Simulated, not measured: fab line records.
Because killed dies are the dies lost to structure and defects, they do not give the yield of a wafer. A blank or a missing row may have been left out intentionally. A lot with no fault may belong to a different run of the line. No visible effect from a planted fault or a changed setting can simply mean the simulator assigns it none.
Matching of chambers    flow n5-finfet    4 sister chambers for N5_GATE_CUT_STRIP_59 on rie-diel-02
The step strips in N2/H2, time 20 s. 4 wafers are shown with their chamber, then 10 later ones without.

== WAFERS WITH THEIR CHAMBER ==
wafer   chamber  showerhead-plenum-p-Torr (Torr)
L081.4  1        3.60
L085.2  0        3.48
L086.1  3        3.44
L086.5  2        3.26

== WAFERS WITH NO CHAMBER GIVEN ==
wafer   showerhead-plenum-p-Torr (Torr)
L086.6  3.44
L090.3  3.44
L090.4  3.26
L090.5  3.26
L091.1  3.44
L091.2  3.59
L091.6  3.47
L095.2  3.25
L095.5  3.25
L095.6  3.43

== EACH ONE'S CHAMBER ==
wafer   from the rows above  in truth
L086.6  3                    3
L090.3  3                    3
L090.4  2                    2
L090.5  2                    2
L091.1  3                    3
L091.2  1                    1
L091.6  0                    0
L095.2  2                    2
L095.5  2                    2
L095.6  3                    3
Correctly placed: 10 of 10. Number that these rows cannot place: 0. Wrongly placed: 0.
How it was worked out, from the rows above alone: a wafer's distance from a chamber is the root of the sum, over the readings, of the square of ((its reading less the chamber's mean) divided by the reading's scatter). If the next closest chamber is less than 2 further off than the closest, the wafer can't be placed; otherwise it belongs to the closest. Each chamber's mean is taken over the wafers shown for it. The scatter: with one shown wafer a chamber, the root of the mean of the squares of how far each hidden wafer lies from its nearest shown one.
